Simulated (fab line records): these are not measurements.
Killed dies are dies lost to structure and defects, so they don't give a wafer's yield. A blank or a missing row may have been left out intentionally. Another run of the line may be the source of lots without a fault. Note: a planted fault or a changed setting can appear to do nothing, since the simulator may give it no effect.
Which tool is to blame? ; flow n5Finfet ; 10 lots with 30 wafers sampled at 2 steps, on a route of 1938 steps

WHAT EACH GAUGE READ, for each wafer
N5_WELL_APT_CD_MEAS_08: target cd 200 nm.
lot;measured;on;cdNm (nm)
L737;day 1 13:49;cdSem-02;200.2 199.9 198.4
L741;day 2 13:44;cdSem-02;200.1 200.8 199.1
L742;day 2 20:14;cdSem-01;196.2 198.7 198.4
L744;day 3 08:01;cdSem-03;199.0 198.7 201.8
L747;day 4 01:51;cdSem-03;- - -
L748;day 4 07:34;cdSem-02;- - -
L755;day 6 02:03;cdSem-03;198.4 198.7 196.1
L756;day 6 07:49;cdSem-03;197.7 199.4 198.9
L758;day 6 19:52;cdSem-01;199.7 200.2 202.0
L759;day 7 01:49;cdSem-03;200.1 198.7 200.5

EACH LOT AND THE TOOL THAT RAN IT (in order: tool; ch and the chambers of the sampled wafers; start)
lot;N5_WELL_APT_EXPOSE_05
L737;krfScanner-01 ch 0, day 1 13:38
L741;krfScanner-01 ch 0, day 2 13:34
L742;krfScanner-02 ch 0, day 2 20:04
L744;krfScanner-02 ch 0, day 3 07:50
L747;krfScanner-01, day 4 01:41
L748;krfScanner-01, day 4 07:25
L755;krfScanner-01 ch 0, day 6 01:53
L756;krfScanner-02 ch 0, day 6 07:38
L758;krfScanner-01 ch 0, day 6 19:41
L759;krfScanner-02 ch 0, day 7 01:38
- N5_WELL_APT_EXPOSE_05: exposes mask NWELL, defocus 0 nm, target cd 200 nm.

THE ANSWER, worked out from the rows above alone
Rule: the lots themselves supply what counts as usual. The widest of any qualifying gaps counts: lots, ordered by their means at a reading, are off when they make up no more than a third of the lots, leave a main group of 4 or more, and stand apart from it by 3 or more times the standard deviation of that group's means. A main group whose means are all the same, to the digits that the tables above print for the reading, isn't used. Also off: a lot with no number at a reading for which 4 or more lots have one. The other lots that the step has rows for count as sound.
Off: L747, L748, at N5_WELL_APT_CD_MEAS_08 (cdNm). Without a number there: L747, L748. Main group: mean 199.2 nm, sd 1.
A tool fits if, at a process step before that reading, it ran every lot that is off, and no sound lot after the first of them. Those tools and the gauges at N5_WELL_APT_CD_MEAS_08 are tried in the same way. No candidate that was tried fits.

WHAT HAD BEEN PUT IN BY THE SIMULATOR
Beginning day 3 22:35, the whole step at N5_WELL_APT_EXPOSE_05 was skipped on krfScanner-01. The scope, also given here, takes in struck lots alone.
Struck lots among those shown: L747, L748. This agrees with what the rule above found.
